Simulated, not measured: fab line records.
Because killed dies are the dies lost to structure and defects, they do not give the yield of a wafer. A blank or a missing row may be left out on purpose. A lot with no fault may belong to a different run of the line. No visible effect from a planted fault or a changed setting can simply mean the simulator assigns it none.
What tool caused it? + flow nand_harc + 12 lots, 36 wafers sampled, at 6 steps of a route of 1302

## WHAT THE GAUGES SHOWED, per wafer
NHARC_A_BONDPAD_INSPECT_23. Usual: raw_defect_count reads 598 (standard deviation 150).
| lot  | measured     | on                | raw_defect_count | flag |
|------|--------------|-------------------|------------------|------|
| L675 | day 23 19:55 | defect_inspect-02 | 425 777 582      |      |
| L678 | day 24 07:49 | defect_inspect-02 | 777 659 714      |      |
| L676 | day 24 08:25 | defect_inspect-02 | 728 426 539      |      |
| L679 | day 26 00:19 | defect_inspect-01 | 435 453 571      |      |
| L680 | day 26 01:56 | defect_inspect-01 | 501 513 772      |      |
| L682 | day 26 09:43 | defect_inspect-01 | 536 1027 578     |      |
| L681 | day 26 11:03 | defect_inspect-01 | 655 746 579      |      |
| L683 | day 28 00:16 | defect_inspect-01 | 783 519 491      |      |
| L686 | day 28 04:15 | defect_inspect-02 | 1170 711 856     |      |
| L696 | day 32 03:47 | defect_inspect-02 | 436 513 402      |      |
| L695 | day 32 05:41 | defect_inspect-01 | 602 382 354      |      |
| L697 | day 32 08:58 | defect_inspect-01 | 675 835 1218     |      |

NHARC_END_SORT_01. Usual: defect_limited_yield 91.6 %, standard deviation 2.6; killed_at_array 51, standard deviation 17; killed_at_other 1.6, standard deviation 2.1; killed_at_periphery 4, standard deviation 3.2; killed_dies 57, standard deviation 18; killed_open 2.9, standard deviation 1.7; killed_short 2.3, standard deviation 1.3; sort_bin_2_pct 3.0 %, standard deviation 1.2; sort_bin_3_pct 0.7 %, standard deviation 0.43; sort_bin_4_pct 4.7 %, standard deviation 1.4; sort_n_pass 620, standard deviation 18; sort_rim_yield_pct 87 %, standard deviation 4.8; sort_yield_pct 91.6 %, standard deviation 2.6.
| lot  | measured     | on        | defect_limited_yield (%) | killed_at_array | killed_at_other | killed_at_periphery | killed_dies | killed_open | killed_short | sort_bin_2_pct (%) | sort_bin_3_pct (%) | sort_bin_4_pct (%) | sort_n_pass | sort_rim_yield_pct (%) | sort_yield_pct (%) | flag |
|------|--------------|-----------|--------------------------|-----------------|-----------------|---------------------|-------------|-------------|--------------|--------------------|--------------------|--------------------|-------------|------------------------|--------------------|------|
| L686 | day 29 12:20 | prober-02 | 48.6 90.7 88.0           | 346 59 75       | 0 2 3           | 2 2 3               | 348 63 81   | 4 3 4       | 2 2 1        | 18.5 3.2 4.0       | 4.4 1.2 0.9        | 28.5 4.9 7.1       | 329 614 596 | 40 87 84               | 48.6 90.7 88.0     | OFF  |

## WHICH TOOL RAN EACH LOT (tool, then ch and the chambers of the sampled wafers, then the start)
| lot  | NHARC_A_BONDPAD_CMP_29        | NHARC_A_BONDPAD_PVD_27                  | NHARC_A_BONDPAD_ANNEAL_28        | NHARC_A_BONDPAD_CMP_19        |
|------|-------------------------------|-----------------------------------------|----------------------------------|-------------------------------|
| L675 | cmp-03 ch 0,1,3, day 23 16:17 | pvd_sputter-03, day 23 19:02 or earlier | rtp_anneal-01 ch 0, day 23 19:02 | cmp-01 ch 1,2,3, day 23 19:22 |
| L678 | cmp-01 ch 1,2,3, day 24 04:21 | pvd_sputter-01, day 24 06:58 or earlier | rtp_anneal-01 ch 0, day 24 06:58 | cmp-04 ch 0,3, day 24 07:17   |
| L676 | cmp-04 ch 0,3, day 24 04:49   | pvd_sputter-03, day 24 07:31 or earlier | rtp_anneal-02 ch 0, day 24 07:31 | cmp-01 ch 1,2,3, day 24 07:55 |
| L679 | cmp-04 ch 0,3, day 25 20:48   | pvd_sputter-01, day 25 23:31 or earlier | rtp_anneal-01 ch 0, day 25 23:31 | cmp-04 ch 1,2,3, day 25 23:49 |
| L680 | cmp-01 ch 1,3, day 25 22:29   | pvd_sputter-03, day 26 01:04 or earlier | rtp_anneal-01 ch 0, day 26 01:04 | cmp-01 ch 0,2, day 26 01:26   |
| L682 | cmp-04 ch 0,2, day 26 06:11   | pvd_sputter-01, day 26 08:45 or earlier | rtp_anneal-01 ch 0, day 26 08:45 | cmp-01 ch 0,2,3, day 26 09:11 |
| L681 | cmp-01 ch 0,3, day 26 07:29   | pvd_sputter-03, day 26 10:16 or earlier | rtp_anneal-01 ch 0, day 26 10:16 | cmp-01 ch 0,3, day 26 10:31   |
| L683 | cmp-01 ch 1,2,3, day 27 20:38 | pvd_sputter-01, day 27 23:23 or earlier | rtp_anneal-01 ch 0, day 27 23:23 | cmp-01 ch 0,1, day 27 23:44   |
| L686 | cmp-01 ch 0,1,2, day 28 00:44 | pvd_sputter-03, day 28 03:25 or earlier | rtp_anneal-02 ch 0, day 28 03:25 | cmp-01 ch 0,1,2, day 28 03:42 |
| L696 | cmp-03 ch 1,3, day 32 00:09   | pvd_sputter-01, day 32 02:58 or earlier | rtp_anneal-01 ch 0, day 32 02:58 | cmp-04 ch 0,1,2, day 32 03:17 |
| L695 | cmp-01 ch 0,2,3, day 32 01:51 | pvd_sputter-01, day 32 04:42 or earlier | rtp_anneal-01 ch 0, day 32 04:42 | cmp-03 ch 1,2, day 32 05:11   |
| L697 | cmp-04 ch 0,1, day 32 05:21   | pvd_sputter-01, day 32 08:08 or earlier | rtp_anneal-01 ch 0, day 32 08:08 | cmp-01 ch 0,2, day 32 08:26   |
- NHARC_A_BONDPAD_CMP_29: polishes SiCN, target thk 200 nm.
- NHARC_A_BONDPAD_PVD_27: deposits Cu, target thk 30 nm, time 20.49 s.
- NHARC_A_BONDPAD_ANNEAL_28: time 90 s.
- NHARC_A_BONDPAD_CMP_19: polishes, t overpolish 30 s, cu recess touch 16 s, target thk 169.82 nm.

## AS READ BY THE TOOLS THEMSELVES (means over the sampled wafers that have a number; for cases with no such wafer, the mark the record gives instead)
NHARC_A_BONDPAD_CMP_29. Usual: motor_current_A reads 12.6 A (standard deviation 0.86).
| lot  | tool   | motor_current_A (A) | flag |
|------|--------|---------------------|------|
| L675 | cmp-03 | 13.6                |      |
| L678 | cmp-01 | 12.8                |      |
| L676 | cmp-04 | 13.1                |      |
| L679 | cmp-04 | 12.8                |      |
| L680 | cmp-01 | 13.2                |      |
| L682 | cmp-04 | 12.7                |      |
| L681 | cmp-01 | 12.3                |      |
| L683 | cmp-01 | 12.6                |      |
| L686 | cmp-01 | 12.7                |      |
| L696 | cmp-03 | 13.4                |      |
| L695 | cmp-01 | 12.8                |      |
| L697 | cmp-04 | 12.0                |      |

NHARC_A_BONDPAD_PVD_27. Usual: throttle_valve_pct reads 30.2 % (standard deviation 1.1).
| lot  | tool           | throttle_valve_pct (%) | flag |
|------|----------------|------------------------|------|
| L675 | pvd_sputter-03 | 30.4                   |      |
| L678 | pvd_sputter-01 | 30.1                   |      |
| L676 | pvd_sputter-03 | 30.1                   |      |
| L679 | pvd_sputter-01 | 30.9                   |      |
| L680 | pvd_sputter-03 | 29.4                   |      |
| L682 | pvd_sputter-01 | 30.3                   |      |
| L681 | pvd_sputter-03 | 30.9                   |      |
| L683 | pvd_sputter-01 | 30.1                   |      |
| L686 | pvd_sputter-03 | 31.1                   |      |
| L696 | pvd_sputter-01 | 30.8                   |      |
| L695 | pvd_sputter-01 | 29.7                   |      |
| L697 | pvd_sputter-01 | 30.7                   |      |

NHARC_A_BONDPAD_ANNEAL_28. Usual: wafer_temp_C_max reads 225.69 (standard deviation 0.29).
| lot  | tool          | wafer_temp_C_max | flag |
|------|---------------|------------------|------|
| L675 | rtp_anneal-01 | 225.48           |      |
| L678 | rtp_anneal-01 | 225.69           |      |
| L676 | rtp_anneal-02 | 225.77           |      |
| L679 | rtp_anneal-01 | 225.50           |      |
| L680 | rtp_anneal-01 | 225.62           |      |
| L682 | rtp_anneal-01 | 225.76           |      |
| L681 | rtp_anneal-01 | 225.76           |      |
| L683 | rtp_anneal-01 | 225.53           |      |
| L686 | rtp_anneal-02 | 226.06           |      |
| L696 | rtp_anneal-01 | 225.78           |      |
| L695 | rtp_anneal-01 | 225.65           |      |
| L697 | rtp_anneal-01 | 225.44           |      |

NHARC_A_BONDPAD_CMP_19. Usual: motor_current_A 12.6 A, standard deviation 0.85; overpolish_run_s 30.001 s, standard deviation 0.0088.
| lot  | tool   | motor_current_A (A) | overpolish_run_s (s) | flag |
|------|--------|---------------------|----------------------|------|
| L675 | cmp-01 | 12.6                | 30.004               |      |
| L678 | cmp-04 | 12.8                | 29.997               |      |
| L676 | cmp-01 | 12.8                | 29.996               |      |
| L679 | cmp-04 | 12.2                | 30.008               |      |
| L680 | cmp-01 | 12.5                | 30.001               |      |
| L682 | cmp-01 | 12.3                | 30.009               |      |
| L681 | cmp-01 | 12.9                | 30.000               |      |
| L683 | cmp-01 | 13.4                | 29.993               |      |
| L686 | cmp-01 | 12.4                | 30.002               |      |
| L696 | cmp-04 | 12.1                | 29.999               |      |
| L695 | cmp-03 | 11.9                | 29.990               |      |
| L697 | cmp-01 | 12.8                | 29.999               |      |

## THE ANSWER, worked out from the rows above alone
Rule: lot off if the mean of its wafers having a number is beyond 3 standard deviations from the usual mean. Also off: a lot with no number at a reading for which 4 or more lots have one. Where the step has rows for the other lots, those lots are counted as sound. Order of review: gauges by route order, followed by the tools' own readings, for which a lot's mean as printed above is used. At the first step where some lot is off, the reading lying furthest off is the one used; lots without a number count as furthest.
Off, at NHARC_END_SORT_01 on killed_at_array: L686. Neither off nor sound, because the step has no rows for them: L675, L678, L676, L679, L680, L682, L681, L683, L696, L695, L697.
If a tool, at a process step before that reading, ran all the lots that are off and no sound lot after the first of them, it fits. Gauges at NHARC_END_SORT_01: tried the same way as those tools. NHARC_A_BONDPAD_PVD_27 gives no start for some lots, so the hours and the order of its lots are those of NHARC_A_BONDPAD_ANNEAL_28. Can't be told from this: 4 tools fit, cmp-01 at NHARC_A_BONDPAD_CMP_29 and NHARC_A_BONDPAD_CMP_19, pvd_sputter-03 at NHARC_A_BONDPAD_PVD_27, rtp_anneal-02 at NHARC_A_BONDPAD_ANNEAL_28, prober-02 at NHARC_END_SORT_01.

## WHAT WAS PUT IN BY THE SIMULATOR
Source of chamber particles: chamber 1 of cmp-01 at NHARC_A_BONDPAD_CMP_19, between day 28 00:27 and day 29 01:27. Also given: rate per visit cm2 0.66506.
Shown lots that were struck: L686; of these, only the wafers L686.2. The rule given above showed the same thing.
